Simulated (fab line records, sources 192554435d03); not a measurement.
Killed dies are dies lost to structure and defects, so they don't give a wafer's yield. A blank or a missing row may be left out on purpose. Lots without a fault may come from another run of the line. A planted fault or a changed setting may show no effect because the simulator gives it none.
Chamber matching | flow n5_finfet | N5_DUMMY_GATE_ETCH_36 on rie_diel-06: 4 sister chambers
The step etches SiARC in CF4, target depth 13 nm. 14 wafers are shown with their chamber, then 7 later ones without.

WAFERS WITH THEIR CHAMBER
wafer  | chamber | showerhead_plenum_p_Torr (Torr) | oes_product_au (a.u.) | drypump_motor_current_A (A)
L076.1 | 1       | 2.03                            | 0.66                  | 5.2
L076.3 | 3       | 2.08                            | 0.79                  | 5.3
L076.6 | 1       | 2.03                            | 0.67                  | 5.2
L081.2 | 3       | 2.07                            | 0.78                  | 5.3
L081.4 | 0       | 2.11                            | 0.89                  | 5.3
L081.5 | 3       | 2.07                            | 0.78                  | 5.3
L084.1 | 2       | 2.21                            | 0.67                  | 4.8
L084.3 | 1       | 2.03                            | 0.66                  | 5.1
L084.4 | 3       | 2.07                            | 0.79                  | 5.3
L086.1 | 0       | 2.10                            | 0.87                  | 5.4
L086.2 | 3       | 2.07                            | 0.77                  | 5.3
L086.5 | 1       | 2.03                            | 0.65                  | 5.1
L090.1 | 3       | 2.07                            | 0.76                  | 5.3
L090.5 | 2       | 2.21                            | 0.65                  | 4.8

SIGNATURES (means of the wafers above)
reading                  | chamber 0 | chamber 1 | chamber 2 | chamber 3 | scatter within a chamber
showerhead_plenum_p_Torr | 2.1050    | 2.0300    | 2.2100    | 2.0717    | 0.00365
oes_product_au           | 0.8800    | 0.6600    | 0.6600    | 0.7783    | 0.0113
drypump_motor_current_A  | 5.350     | 5.150     | 4.800     | 5.300     | 0.0387
Rule: a wafer's distance from a chamber is the root of the sum, over the readings, of the square of ((its reading less the chamber's mean) divided by the reading's scatter). The wafer belongs to the nearest chamber; if the next one is less than 2 further off, it can't be placed. The scatter: the root of (the sum of the squares of (reading less its chamber's mean) over the shown wafers, divided by (wafers less chambers)).

WAFERS WITHOUT THEIR CHAMBER
wafer  | showerhead_plenum_p_Torr (Torr) | oes_product_au (a.u.) | drypump_motor_current_A (A)
L090.6 | 2.10                            | 0.86                  | 5.3
L095.1 | 2.06                            | 0.76                  | 5.3
L095.5 | 2.28                            | 0.94                  | 5.1
L095.6 | 2.06                            | 0.76                  | 5.3
L096.1 | 2.10                            | 0.84                  | 5.3
L096.2 | 2.28                            | 0.92                  | 5.2
L096.3 | 2.06                            | 0.75                  | 5.3

WHICH CHAMBER EACH WENT THROUGH
wafer  | from the rows above | in truth
L090.6 | 0                   | 0
L095.1 | 3                   | 3
L095.5 | 2                   | 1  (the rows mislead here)
L095.6 | 3                   | 3
L096.1 | 0                   | 0
L096.2 | 2                   | 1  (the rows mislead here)
L096.3 | 3                   | 3
Placed correctly: 5 of 7. Can't be placed from these rows: 0. Placed wrongly: 2.
